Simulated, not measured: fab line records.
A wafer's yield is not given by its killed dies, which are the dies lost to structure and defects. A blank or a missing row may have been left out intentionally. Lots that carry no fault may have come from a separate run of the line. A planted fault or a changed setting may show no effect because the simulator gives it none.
fab line records | flow n5-finfet
record lots=7 | wafers=21
route steps=1938 shown BEOL_M8@1344 BEOL_M9@1419 BEOL_M10@1476 BEOL_M11@1540
start-h: hours from the record's first day to the start of the lot's first wafer shown | wait-h: hours elapsed since this lot's preceding step | " unchanged from the row above | L1.1+2: a row that stands for several wafers | - either no value or no given start | * or withheld: withheld | < > ~ a bound
route shown NAME@n: NAME is a module with steps in the file, n the number in the route of the first one | usual: mean/standard deviation taken from wafers without a fault | same: alike in all rows | chamber/n: place in a boat | sites: readings site by site | _std_site: how widely they spread, as a standard deviation | _edge_site: mean of outer sites minus mean of inner sites | radius-mm: how far each site lies from the wafer's centre | mask NAME#n: copy n | behind: the tool/chamber that last shaped the wafer | hold: why the lot went on hold/how many hours it stayed there/how the hold came to an end | device: names the non-switching transistor (n, p or np) | end of line: the route-end tests of the same wafers | where a step has no rows: the recipe by itself | killed: at the first sort, the dies lost to defects and structure; wafer yield is something else | map: shows each die of a wafer: x if killed, . if not, _ if none is there
set.NAME: setting as actually run; set.NAME@STEP: the setting as run at that earlier step | model.NAME: the simulator's own value behind a step, which no gauge read
lots where settings were altered on purpose, with a table for each step and a row for each wafer
## steps
# step N5_BEOL_M8_DEVELOP_10
# recipe develop-time-s=30 | developer=TMAH | resist=CAR-ArF | rinse-liquid=diw | dry=air-spin | dev-temp-c=23
lot.wafer  | tool           | chamber | start-h | wait-h | set.develop-time-s
L076.1+2   | litho-track-03 | 0       | -       | -      | 30
L076.5     | "              | 0       | "       | "      | 23.5
L077.2+3+4 | litho-track-02 | 0       | -       | -      | 30
L085.2+5   | litho-track-02 | 0       | -       | -      | 30
L085.3     | "              | 0       | "       | "      | 23.82
L089.1+4+5 | litho-track-02 | 0       | -       | -      | 30
L094.2+4   | litho-track-03 | 0       | -       | -      | 30
L094.6     | "              | 0       | "       | "      | 27.57
L096.2+5+6 | litho-track-03 | 0       | -       | -      | 30
L097.2+4+5 | litho-track-03 | 0       | -       | -      | 30
# step N5_BEOL_M8_CD_MEAS_11
# recipe target-cd-nm=38.5 | landing-energy-ev=500 | detector=se-inlens | polarity=opening
# usual cd-nm=38.7/0.44
lot.wafer | tool      | chamber | start-h | wait-h | set.dose-mj@BEOL_M8_EXPOSE_08 | cd-nm
L076.1    | cd-sem-03 | 0       | 236.79  | -      | 68.25                         | 38.2
L076.2    | "         | 0       | "       | "      | 68.25                         | 39.1
L076.5    | "         | 0       | "       | "      | 70.33                         | 39.0
L077.2    | cd-sem-02 | 0       | 243.90  | -      | 71.49                         | 41.3
L077.3    | "         | 0       | "       | "      | 71.49                         | 41.7
L077.4    | "         | 0       | "       | "      | 68.25                         | 39.2
L085.2    | cd-sem-02 | 0       | 313.96  | -      | 68.25                         | 39.2
L085.3    | "         | 0       | "       | "      | 68.25                         | 38.1
L085.5    | "         | 0       | "       | "      | 68.25                         | 38.6
L089.1    | cd-sem-01 | 0       | 329.82  | -      | 68.25                         | 38.7
L089.4    | "         | 0       | "       | "      | 68.25                         | 39.3
L089.5    | "         | 0       | "       | "      | 73.19                         | 42.2
L094.2    | cd-sem-01 | 0       | 347.28  | -      | 68.25                         | 38.8
L094.4    | "         | 0       | "       | "      | 68.25                         | 38.9
L094.6    | "         | 0       | "       | "      | 68.25                         | 38.5
L096.2    | cd-sem-02 | 0       | 373.21  | -      | 68.25                         | 39.4
L096.5    | "         | 0       | "       | "      | 68.25                         | 38.4
L096.6    | "         | 0       | "       | "      | 68.25                         | 38.7
L097.2    | cd-sem-03 | 0       | 390.97  | -      | 64.29                         | 36.2
L097.4    | "         | 0       | "       | "      | 64.29                         | 36.9
L097.5    | "         | 0       | "       | "      | 68.25                         | 39.0
# step N5_BEOL_M8_DESCUM_16
# recipe chemistry=O2 | time-s=7.9 | source-power-w=50 | bias-power-w=20 | pressure-mtorr=20 | rf-frequency-hz=2.712e+07 | temp-c=40 | resist=CAR-ArF | o2-flow-sccm=225
# step N5_BEOL_M8_ETCH_61
# recipe chemistry=CF4 | target=SiARC | target-depth-a=455 | mask-material=CAR-ArF | time-s=75.8 | ion-energy-ev=80 | pressure-mtorr=40 | source-w=545 | bias-w=36 | Ar_flow_sccm=100 | cf4-flow-sccm=100 | ends=cleared
lot.wafer | tool        | chamber | start-h | wait-h | set.dose-mj@BEOL_M8_EXPOSE_08 | model.BEOL_M8.cd-offset-nm
L076.1    | rie-diel-04 | 0       | 236.96  | 0.0    | 68.25                         | 0
L076.2    | "           | 1       | "       | "      | 68.25                         | 0.2
L076.5    | "           | 0       | "       | "      | 70.33                         | 0.6
L077.2+3  | rie-diel-03 | 3,2     | 244.02  | 0.0    | 71.49                         | 3
L077.4    | "           | 0       | "       | "      | 68.25                         | 0.8
L085.2    | rie-diel-04 | 1       | 314.38  | 0.0    | 68.25                         | 0.8
L085.3    | "           | 2       | "       | "      | 68.25                         | -1
L085.5    | "           | 3       | "       | "      | 68.25                         | 0.6
L089.1    | rie-diel-03 | 3       | 330.14  | 0.0    | 68.25                         | 0.6
L089.4    | "           | 0       | "       | "      | 68.25                         | 0.4
L089.5    | "           | 3       | "       | "      | 73.19                         | 3.8
L094.2    | rie-diel-04 | 0       | 347.40  | 0.0    | 68.25                         | 0.4
L094.4+6  | "           | 1       | "       | "      | 68.25                         | 0.2
L096.2    | rie-diel-03 | 3       | 373.33  | 0.0    | 68.25                         | 0.8
L096.5    | "           | 0       | "       | "      | 68.25                         | -0.4
L096.6    | "           | 3       | "       | "      | 68.25                         | 0.2
L097.2    | rie-diel-03 | 0       | 391.09  | 0.0    | 64.29                         | -3
L097.4    | "           | 2       | "       | "      | 64.29                         | -1.6
L097.5    | "           | 1       | "       | "      | 68.25                         | 0.6
# step N5_BEOL_M8_ETCH_62
# recipe chemistry=N2/H2 | target=SOC | target-depth-a=1100 | overetch-a=220 | mask-material=SiARC | temp-c=40 | time-s=165 | ion-energy-ev=200 | pressure-mtorr=30 | source-w=840 | bias-w=150 | n2-flow-sccm=200 | h2-flow-sccm=200
# step N5_BEOL_M8_STRIP_68
# recipe chemistry=N2/H2 | temp-c=40 | n2-flow-sccm=200 | h2-flow-sccm=200 | rf-frequency-hz=6e+07
# step N5_BEOL_M8_STRIP_67
# recipe chemistry=CF4 | resist=SiARC | power-w=300 | bias-power-w=75 | pressure-mtorr=50 | cf4-flow-sccm=150 | rf-frequency-hz=6e+07
# step N5_BEOL_M8_HM_OPEN_17
# recipe chemistry=Cl2/BCl3 | target-depth-a=200 | overetch-a=60 | target=TiN | mask-material=SOC | ion-energy-ev=150 | pressure-mtorr=10 | icp-w=1000 | bias-w=126 | Cl2_flow_sccm=53.25 | bcl3-flow-sccm=21.75 | Ar_flow_sccm=25
lot.wafer | tool         | chamber | start-h | wait-h | set.dose-mj@BEOL_M8_EXPOSE_08 | model.BEOL_M8.cd-offset-nm
L076.1    | rie-metal-03 | 1       | 237.20  | 0.0    | 68.25                         | -0.2
L076.2    | "            | 1       | "       | "      | 68.25                         | 0.2
L076.5    | "            | 1       | "       | "      | 70.33                         | 0.4
L077.2    | rie-metal-02 | 0       | 244.26  | 0.0    | 71.49                         | 3.2
L077.3    | "            | 1       | "       | "      | 71.49                         | 2.8
L077.4    | "            | 0       | "       | "      | 68.25                         | 0.8
L085.2    | rie-metal-01 | 1       | 314.62  | 0.0    | 68.25                         | 0.8
L085.3    | "            | 0       | "       | "      | 68.25                         | -1
L085.5    | "            | 0       | "       | "      | 68.25                         | 0.6
L089.1    | rie-metal-03 | 0       | 330.38  | 0.0    | 68.25                         | 0.4
L089.4    | "            | 1       | "       | "      | 68.25                         | 0.6
L089.5    | "            | 1       | "       | "      | 73.19                         | 3.8
L094.2    | rie-metal-02 | 1       | 347.67  | 0.1    | 68.25                         | 0
L094.4+6  | "            | 1       | "       | "      | 68.25                         | 0.2
L096.2    | rie-metal-02 | 1       | 373.60  | 0.1    | 68.25                         | 0.4
L096.5    | "            | 1       | "       | "      | 68.25                         | -1
L096.6    | "            | 1       | "       | "      | 68.25                         | -0.2
L097.2    | rie-metal-01 | 1       | 391.33  | 0.0    | 64.29                         | -3.2
L097.4    | "            | 0       | "       | "      | 64.29                         | -2
L097.5    | "            | 0       | "       | "      | 68.25                         | 0.6
# step N5_BEOL_M8_STRIP_19
# recipe chemistry=O2 | power-w=400 | temp-c=40 | pressure-mtorr=30 | rf-frequency-hz=6e+07 | bias-power-w=0 | overash-fraction=0.2 | o2-flow-sccm=225
# step N5_BEOL_M8_CD_MEAS_18
# recipe pitch-nm=80 | target-cd-nm=40
# usual cd-nm=40.1/0.53
lot.wafer | tool      | chamber | start-h | wait-h | set.dose-mj@BEOL_M8_EXPOSE_08 | cd-nm
L076.1    | cd-sem-01 | -       | 237.48  | 0.0    | 68.25                         | 40.0
L076.2    | "         | -       | "       | "      | 68.25                         | 40.1
L076.5    | "         | -       | "       | "      | 70.33                         | 40.6
L077.2    | cd-sem-01 | -       | 244.44  | 0.1    | 71.49                         | 43.2
L077.3    | "         | -       | "       | "      | 71.49                         | 42.7
L077.4    | "         | -       | "       | "      | 68.25                         | 40.7
L085.2    | cd-sem-02 | -       | 314.85  | 0.1    | 68.25                         | 40.8
L085.3    | "         | -       | "       | "      | 68.25                         | 38.7
L085.5    | "         | -       | "       | "      | 68.25                         | 40.5
L089.1    | cd-sem-01 | -       | 330.57  | 0.1    | 68.25                         | 40.6
L089.4    | "         | -       | "       | "      | 68.25                         | 40.7
L089.5    | "         | -       | "       | "      | 73.19                         | 43.4
L094.2    | cd-sem-02 | -       | 347.91  | 0.1    | 68.25                         | 40.0
L094.4    | "         | -       | "       | "      | 68.25                         | 40.2
L094.6    | "         | -       | "       | "      | 68.25                         | 39.9
L096.2    | cd-sem-02 | -       | 373.84  | 0.1    | 68.25                         | 40.6
L096.5    | "         | -       | "       | "      | 68.25                         | 38.7
L096.6    | "         | -       | "       | "      | 68.25                         | 39.7
L097.2    | cd-sem-03 | -       | 391.51  | 0.1    | 64.29                         | 37.2
L097.4    | "         | -       | "       | "      | 64.29                         | 37.9
L097.5    | "         | -       | "       | "      | 68.25                         | 40.6
# step N5_BEOL_M8_COAT_63
# recipe resist=SOC | temp-c=250 | time-s=60 | spin-rpm=1500 | resist-thk-nm=60
# step N5_BEOL_M8_COAT_64
# recipe resist=SiARC | temp-c=220 | time-s=60 | spin-rpm=1500 | resist-thk-nm=12
# step N5_BEOL_M8_PRECLEAN_42
# recipe chemistry=residue-remover | time-s=60 | temp-c=40
# step N5_BEOL_M8_SRD_43
# recipe time-s=30 | temp-c=23 | rinse-liquid=diw | dry=ipa-marangoni
# step N5_BEOL_M8_CD_MEAS_35
# recipe target-cd-nm=40 | polarity=opening
# usual cd-nm=40.1/0.57
lot.wafer | tool      | chamber | start-h | wait-h | set.dose-mj@BEOL_M8_EXPOSE_08 | cd-nm
L076.1    | cd-sem-03 | -       | 239.67  | 0.0    | 68.25                         | 39.5
L076.2    | "         | -       | "       | "      | 68.25                         | 40.5
L076.5    | "         | -       | "       | "      | 70.33                         | 40.4
L077.2    | cd-sem-02 | -       | 246.59  | 0.0    | 71.49                         | 43.2
L077.3    | "         | -       | "       | "      | 71.49                         | 42.7
L077.4    | "         | -       | "       | "      | 68.25                         | 40.9
L085.2    | cd-sem-02 | -       | 318.41  | 0.0    | 68.25                         | 40.9
L085.3    | "         | -       | "       | "      | 68.25                         | 39.2
L085.5    | "         | -       | "       | "      | 68.25                         | 40.4
L089.1    | cd-sem-03 | -       | 332.07  | 0.0    | 68.25                         | 40.6
L089.4    | "         | -       | "       | "      | 68.25                         | 40.2
L089.5    | "         | -       | "       | "      | 73.19                         | 43.8
L094.2    | cd-sem-03 | -       | 349.84  | 0.0    | 68.25                         | 40.1
L094.4    | "         | -       | "       | "      | 68.25                         | 40.1
L094.6    | "         | -       | "       | "      | 68.25                         | 40.5
L096.2    | cd-sem-02 | -       | 374.98  | 0.0    | 68.25                         | 39.9
L096.5    | "         | -       | "       | "      | 68.25                         | 39.0
L096.6    | "         | -       | "       | "      | 68.25                         | 39.6
L097.2    | cd-sem-01 | -       | 395.99  | 0.0    | 64.29                         | 36.9
L097.4    | "         | -       | "       | "      | 64.29                         | 38.5
L097.5    | "         | -       | "       | "      | 68.25                         | 40.6
# step N5_BEOL_M9_ETCH_62
# recipe chemistry=N2/H2 | target=SOC | target-depth-a=1100 | overetch-a=220 | mask-material=SiARC | temp-c=40 | time-s=165 | ion-energy-ev=200 | pressure-mtorr=30 | source-w=840 | bias-w=150 | n2-flow-sccm=200 | h2-flow-sccm=200
lot.wafer | tool        | chamber | start-h | wait-h | set.time-s | model.SiARC_of_BEOL_M9_COAT_60.thk-nm
L076.1+5  | rie-diel-02 | 3,2     | 243.98  | 0.0    | 181.6      | 22.6
L076.2    | "           | 1       | "       | "      | 165        | 24
L077.2    | rie-diel-06 | 2       | 255.47  | 0.0    | 165        | 23.4
L077.3    | "           | 0       | "       | "      | 144.8      | 24.2
L077.4    | "           | 3       | "       | "      | 144.8      | 24.6
L085.2    | rie-diel-02 | 1       | 323.33  | 0.0    | 139.6      | 25
L085.3    | "           | 0       | "       | "      | 139.6      | 24.8
L085.5    | "           | 2       | "       | "      | 165        | 23.2
L089.1    | rie-diel-05 | 0       | 336.86  | 0.0    | 146.4      | 24.6
L089.4    | "           | 2       | "       | "      | 165        | 23.4
L089.5    | "           | 3       | "       | "      | 165        | 23.6
L094.2    | rie-diel-06 | 0       | 357.09  | 0.0    | 165        | 23.6
L094.4    | "           | 0       | "       | "      | 191.5      | 22.6
L094.6    | "           | 3       | "       | "      | 165        | 24.2
L096.2    | rie-diel-06 | 1       | 384.09  | 0.0    | 165        | 23.4
L096.5    | "           | 0       | "       | "      | 165        | 23.6
L096.6    | "           | 1       | "       | "      | 165        | 23.2
L097.2    | rie-diel-05 | 3       | 403.01  | 0.0    | 150.6      | 24
L097.4    | "           | 2       | "       | "      | 165        | 23.2
L097.5    | "           | 3       | "       | "      | 165        | 23.4
# step N5_BEOL_M9_STRIP_68
# recipe chemistry=N2/H2 | temp-c=40 | n2-flow-sccm=200 | h2-flow-sccm=200 | rf-frequency-hz=6e+07
# step N5_BEOL_M9_STRIP_67
# recipe chemistry=CF4 | resist=SiARC | power-w=300 | bias-power-w=75 | pressure-mtorr=50 | cf4-flow-sccm=150 | rf-frequency-hz=6e+07
# step N5_BEOL_M9_HM_OPEN_17
# recipe chemistry=Cl2/BCl3 | target-depth-a=200 | overetch-a=60 | target=TiN | mask-material=SOC | ion-energy-ev=150 | pressure-mtorr=10 | icp-w=1000 | bias-w=126 | Cl2_flow_sccm=53.25 | bcl3-flow-sccm=21.75 | Ar_flow_sccm=25
lot.wafer | tool         | chamber | start-h | wait-h | set.time-s@BEOL_M9_ETCH_62 | model.etch.depth-nm
L076.1    | rie-metal-02 | 0       | 244.17  | 0.0    | 181.6                      | 18.53
L076.2    | "            | 1       | "       | "      | 165                        | 20.02
L076.5    | "            | 0       | "       | "      | 181.6                      | 18.36
L077.2    | rie-metal-01 | 0       | 255.66  | 0.0    | 165                        | 20.19
L077.3    | "            | 1       | "       | "      | 144.8                      | 20.24
L077.4    | "            | 0       | "       | "      | 144.8                      | 20.58
L085.2    | rie-metal-02 | 1       | 323.52  | 0.0    | 139.6                      | 19.82
L085.3    | "            | 1       | "       | "      | 139.6                      | 19.92
L085.5    | "            | 1       | "       | "      | 165                        | 20.09
L089.1    | rie-metal-03 | 1       | 337.05  | 0.0    | 146.4                      | 20.25
L089.4    | "            | 0       | "       | "      | 165                        | 20.12
L089.5    | "            | 1       | "       | "      | 165                        | 20.31
L094.2    | rie-metal-03 | 0       | 357.28  | 0.0    | 165                        | 20.15
L094.4    | "            | 1       | "       | "      | 191.5                      | 17.73
L094.6    | "            | 0       | "       | "      | 165                        | 20.27
L096.2    | rie-metal-02 | 1       | 384.28  | 0.0    | 165                        | 19.73
L096.5    | "            | 1       | "       | "      | 165                        | 19.68
L096.6    | "            | 0       | "       | "      | 165                        | 19.81
L097.2    | rie-metal-01 | 0       | 403.20  | 0.0    | 150.6                      | 20.03
L097.4    | "            | 1       | "       | "      | 165                        | 20.02
L097.5    | "            | 0       | "       | "      | 165                        | 19.78
# step N5_BEOL_M9_COAT_64
# recipe resist=SiARC | temp-c=220 | time-s=60 | spin-rpm=1500 | resist-thk-nm=12
lot.wafer  | tool           | chamber | start-h | wait-h | set.spin-rpm | model.SiARC_of_BEOL_M9_COAT_64.thk-nm
L076.1+5   | litho-track-02 | 0       | -       | -      | 1562         | 11.8
L076.2     | "              | 0       | "       | "      | 1500         | 12
L077.2+3+4 | litho-track-05 | 0       | -       | -      | 1500         | 12
L085.2+3   | litho-track-02 | 0       | -       | -      | 1656         | 11.4
L085.5     | "              | 0       | "       | "      | 1500         | 12
L089.1     | litho-track-05 | 0       | -       | -      | 1378         | 12.6
L089.4+5   | "              | 0       | "       | "      | 1500         | 12
L094.2+6   | litho-track-01 | 0       | -       | -      | 1500         | 12
L094.4     | "              | 0       | "       | "      | 1546         | 11.8
L096.2+5+6 | litho-track-02 | 0       | -       | -      | 1500         | 12
L097.2+5   | litho-track-05 | 0       | -       | -      | 1500         | 12
L097.4     | "              | 0       | "       | "      | 1435         | 12.2
# step N5_BEOL_M9_COAT_75
# recipe resist=underlayer | temp-c=205 | time-s=60 | spin-rpm=1500 | resist-thk-nm=5
# step N5_BEOL_M9_COAT_22
# recipe resist=CAR-EUV | spin-rpm=1500 | resist-thk-nm=30
# step N5_BEOL_M9_DESCUM_33
# recipe chemistry=O2 | time-s=7 | source-power-w=50 | bias-power-w=20 | pressure-mtorr=20 | rf-frequency-hz=2.712e+07 | temp-c=40 | resist=CAR-EUV | o2-flow-sccm=225
# step N5_BEOL_M9_ETCH_76
# recipe chemistry=N2/H2 | target=underlayer | target-depth-a=65 | mask-material=CAR-EUV | time-s=5.2 | ion-energy-ev=200 | pressure-mtorr=30 | source-w=840 | bias-w=150 | n2-flow-sccm=200 | h2-flow-sccm=200 | ends=cleared
# step N5_BEOL_M9_ETCH_65
# recipe chemistry=CF4 | target=SiARC | target-depth-a=156 | mask-material=CAR-EUV | time-s=26 | ion-energy-ev=80 | pressure-mtorr=40 | source-w=545 | bias-w=36 | Ar_flow_sccm=100 | cf4-flow-sccm=100 | ends=cleared
lot.wafer | tool        | chamber | start-h | wait-h | set.spin-rpm@BEOL_M9_COAT_64 | model.etch.depth-nm
L076.1    | rie-diel-02 | 1       | 245.54  | 0.0    | 1562                         | 11.78
L076.2    | "           | 2       | "       | "      | 1500                         | 12.02
L076.5    | "           | 0       | "       | "      | 1562                         | 11.76
L077.2+4  | rie-diel-02 | 0,3     | 258.15  | 0.0    | 1500                         | 12.01
L077.3    | "           | 2       | "       | "      | 1500                         | 12.03
L085.2    | rie-diel-05 | 1       | 324.17  | 0.0    | 1656                         | 11.46
L085.3    | "           | 2       | "       | "      | 1656                         | 11.48
L085.5    | "           | 0       | "       | "      | 1500                         | 12.05
L089.1    | rie-diel-06 | 1       | 338.54  | 0.0    | 1378                         | 12.55
L089.4+5  | "           | 2       | "       | "      | 1500                         | 12.05
L094.2    | rie-diel-06 | 2       | 359.32  | 0.0    | 1500                         | 12.02
L094.4    | "           | 0       | "       | "      | 1546                         | 11.85
L094.6    | "           | 0       | "       | "      | 1500                         | 11.98
L096.2+6  | rie-diel-06 | 3,0     | 385.64  | 0.0    | 1500                         | 11.97
L096.5    | "           | 3       | "       | "      | 1500                         | 12
L097.2    | rie-diel-02 | 1       | 408.69  | 0.0    | 1500                         | 12.02
L097.4    | "           | 3       | "       | "      | 1435                         | 12.27
L097.5    | "           | 0       | "       | "      | 1500                         | 12.01
# step N5_BEOL_M10_COAT_60
# recipe resist=SiARC | temp-c=220 | time-s=60 | spin-rpm=1500 | resist-thk-nm=30
lot.wafer  | tool           | chamber | start-h | wait-h | set.spin-rpm | model.SiARC_of_BEOL_M10_COAT_60.thk-nm
L076.1+2+5 | litho-track-04 | 0       | -       | -      | 1500         | 30
L077.2+3+4 | litho-track-03 | 0       | -       | -      | 1500         | 30
L085.2+3+5 | litho-track-05 | 0       | -       | -      | 1500         | 30.2
L089.1+4   | litho-track-05 | 0       | -       | -      | 1500         | 30.2
L089.5     | "              | 0       | "       | "      | 1357         | 31.8
L094.2+6   | litho-track-05 | 0       | -       | -      | 1500         | 30
L094.4     | "              | 0       | "       | "      | 1500         | 30.2
L096.2+5+6 | litho-track-05 | 0       | -       | -      | 1500         | 30
L097.2+4   | litho-track-04 | 0       | -       | -      | 1414         | 30.8
L097.5     | "              | 0       | "       | "      | 1500         | 30
# step N5_BEOL_M10_COAT_05
# recipe resist=CAR-ArF | spin-rpm=1500 | resist-thk-nm=90
# step N5_BEOL_M10_EBR_07
# recipe solvent=PGMEA | ebr-width-mm=1.5
# step N5_BEOL_M10_DESCUM_16
# recipe chemistry=O2 | time-s=7.9 | source-power-w=50 | bias-power-w=20 | pressure-mtorr=20 | rf-frequency-hz=2.712e+07 | temp-c=40 | resist=CAR-ArF | o2-flow-sccm=225
# step N5_BEOL_M10_ETCH_61
# recipe chemistry=CF4 | target=SiARC | target-depth-a=390 | mask-material=CAR-ArF | time-s=65 | ion-energy-ev=80 | pressure-mtorr=40 | source-w=545 | bias-w=36 | Ar_flow_sccm=100 | cf4-flow-sccm=100 | ends=cleared
lot.wafer | tool        | chamber | start-h | wait-h | set.spin-rpm@BEOL_M10_COAT_60 | model.etch.depth-nm | model.CAR-ArF_of_BEOL_M10_COAT_05.thk-nm
L076.1    | rie-diel-01 | 0       | 251.58  | 0.0    | 1500                          | 30                  | 55.6
L076.2    | "           | 1       | "       | "      | 1500                          | 30.01               | 55.4
L076.5    | "           | 0       | "       | "      | 1500                          | 30.02               | 55.4
L077.2    | rie-diel-03 | 3       | 262.65  | 0.0    | 1500                          | 30.03               | 55.4
L077.3    | "           | 1       | "       | "      | 1500                          | 30.02               | 55.8
L077.4    | "           | 0       | "       | "      | 1500                          | 30.07               | 55.6
L085.2    | rie-diel-01 | 0       | 330.36  | 0.0    | 1500                          | 30.19               | 55.4
L085.3    | "           | 1       | "       | "      | 1500                          | 30.21               | 55.6
L085.5    | "           | 1       | "       | "      | 1500                          | 30.15               | 55.8
L089.1    | rie-diel-04 | 1       | 343.25  | 0.0    | 1500                          | 30.12               | 55.4
L089.4    | "           | 1       | "       | "      | 1500                          | 30.12               | 55.6
L089.5    | "           | 0       | "       | "      | 1357                          | 31.76               | 53.6
L094.2    | rie-diel-04 | 0       | 365.55  | 0.0    | 1500                          | 29.98               | 55.4
L094.4    | "           | 1       | "       | "      | 1500                          | 30.12               | 55.4
L094.6    | "           | 2       | "       | "      | 1500                          | 30.04               | 55.6
L096.2    | rie-diel-04 | 0       | 393.09  | 0.0    | 1500                          | 30.02               | 55.8
L096.5    | "           | 0       | "       | "      | 1500                          | 30.01               | 55.6
L096.6    | "           | 3       | "       | "      | 1500                          | 29.99               | 55.8
L097.2    | rie-diel-03 | 2       | 414.32  | 0.0    | 1414                          | 30.8                | 55
L097.4    | "           | 0       | "       | "      | 1414                          | 30.89               | 54.6
L097.5    | "           | 0       | "       | "      | 1500                          | 29.96               | 55.6
# step N5_BEOL_M10_ETCH_62
# recipe chemistry=N2/H2 | target=SOC | target-depth-a=1100 | overetch-a=220 | mask-material=SiARC | temp-c=40 | time-s=165 | ion-energy-ev=200 | pressure-mtorr=30 | source-w=840 | bias-w=150 | n2-flow-sccm=200 | h2-flow-sccm=200
lot.wafer  | tool        | chamber | start-h | wait-h | set.spin-rpm@BEOL_M10_COAT_60 | model.SiARC_of_BEOL_M10_COAT_60.thk-nm
L076.1+5   | rie-diel-01 | 0       | 251.63  | 0.0    | 1500                          | 23.4
L076.2     | "           | 1       | "       | "      | 1500                          | 23.6
L077.2     | rie-diel-03 | 3       | 262.70  | 0.0    | 1500                          | 24
L077.3     | "           | 1       | "       | "      | 1500                          | 23.2
L077.4     | "           | 0       | "       | "      | 1500                          | 23.6
L085.2+3+5 | rie-diel-01 | 0,1,1   | 330.41  | 0.0    | 1500                          | 23.6
L089.1     | rie-diel-04 | 1       | 343.30  | 0.0    | 1500                          | 23.4
L089.4     | "           | 1       | "       | "      | 1500                          | 23.2
L089.5     | "           | 0       | "       | "      | 1357                          | 25.2
L094.2+4   | rie-diel-04 | 0,1     | 365.60  | 0.0    | 1500                          | 23.4
L094.6     | "           | 2       | "       | "      | 1500                          | 23.8
L096.2+5   | rie-diel-04 | 0       | 393.14  | 0.0    | 1500                          | 23.4
L096.6     | "           | 3       | "       | "      | 1500                          | 23.6
L097.2     | rie-diel-03 | 2       | 414.37  | 0.0    | 1414                          | 24.2
L097.4     | "           | 0       | "       | "      | 1414                          | 24.4
L097.5     | "           | 0       | "       | "      | 1500                          | 23.4
# step N5_BEOL_M11_HM_DEP_02
# recipe material=TiN | target-thk-a=200 | temp-c=25 | chamber-pressure-pa=0.49996
lot.wafer | tool           | chamber | start-h | wait-h | set.target-thk-a | model.TiN_of_BEOL_M11_HM_DEP_02.thk-nm
L076.1    | pvd-sputter-02 | -       | 258.94  | 0.5    | 221.5            | 21.6
L076.2    | "              | -       | "       | "      | 200              | 19.8
L076.5    | "              | -       | "       | "      | 221.5            | 21.8
L077.2    | pvd-sputter-03 | -       | 275.21  | 1.3    | 219.2            | 21.6
L077.3    | "              | -       | "       | "      | 200              | 20
L077.4    | "              | -       | "       | "      | 219.2            | 21.8
L085.2+3  | pvd-sputter-03 | -       | 336.78  | 0.6    | 200              | 20
L085.5    | "              | -       | "       | "      | 200              | 19.8
L089.1    | pvd-sputter-02 | -       | 350.01  | 1.3    | 200              | 20.2
L089.4+5  | "              | -       | "       | "      | 200              | 20
L094.2    | pvd-sputter-02 | -       | 375.35  | 0.4    | 200              | 20
L094.4+6  | "              | -       | "       | "      | 200              | 19.8
L096.2    | pvd-sputter-02 | -       | 402.41  | 1.3    | 200              | 20
L096.5    | "              | -       | "       | "      | 200              | 19.6
L096.6    | "              | -       | "       | "      | 200              | 19.8
L097.2+5  | pvd-sputter-02 | -       | 422.41  | 0.4    | 174.6            | 17.2
L097.4    | "              | -       | "       | "      | 200              | 20
## key
split step=N5_BEOL_M8_DEVELOP_10 | setting=develop-time-s | stated=30 | by=wafer
response none clear
split step=N5_BEOL_M9_ETCH_62 | setting=time-s | stated=165 | by=wafer
response step=N5_BEOL_M9_ETCH_62 | reading=model.SiARC_of_BEOL_M9_COAT_60.thk-nm | change=-0.0968 | per=1% | r=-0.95
response step=N5_BEOL_M9_HM_OPEN_17 | reading=model.etch.depth-nm | shape=bent | at-lowest=19.87 | at-stated=20.01 | at-highest=17.73
split step=N5_BEOL_M9_COAT_64 | setting=spin-rpm | stated=1500 | by=wafer
response step=N5_BEOL_M9_COAT_64 | reading=model.SiARC_of_BEOL_M9_COAT_64.thk-nm | change=-0.0611 | per=1% | r=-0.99
response step=N5_BEOL_M9_ETCH_65 | reading=model.etch.depth-nm | change=-0.0581 | per=1% | r=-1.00
split step=N5_BEOL_M10_COAT_60 | setting=spin-rpm | stated=1500 | by=wafer
response step=N5_BEOL_M10_COAT_60 | reading=model.SiARC_of_BEOL_M10_COAT_60.thk-nm | change=-0.16 | per=1% | r=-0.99
response step=N5_BEOL_M10_ETCH_61 | reading=model.etch.depth-nm | change=-0.167 | per=1% | r=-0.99
response step=N5_BEOL_M10_ETCH_61 | reading=model.CAR-ArF_of_BEOL_M10_COAT_05.thk-nm | change=+0.183 | per=1% | r=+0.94
response step=N5_BEOL_M10_ETCH_62 | reading=model.SiARC_of_BEOL_M10_COAT_60.thk-nm | change=-0.188 | per=1% | r=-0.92
split step=N5_BEOL_M11_HM_DEP_02 | setting=target-thk-a | stated=200 | by=wafer
response step=N5_BEOL_M11_HM_DEP_02 | reading=model.TiN_of_BEOL_M11_HM_DEP_02.thk-nm | change=+0.196 | per=1% | r=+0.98
split outside-this-file step=N5_BEOL_M8_EXPOSE_08 setting=dose-mj
# split outside-this-file: this setting was split too, and the file shows its column; the key of that split is in another file
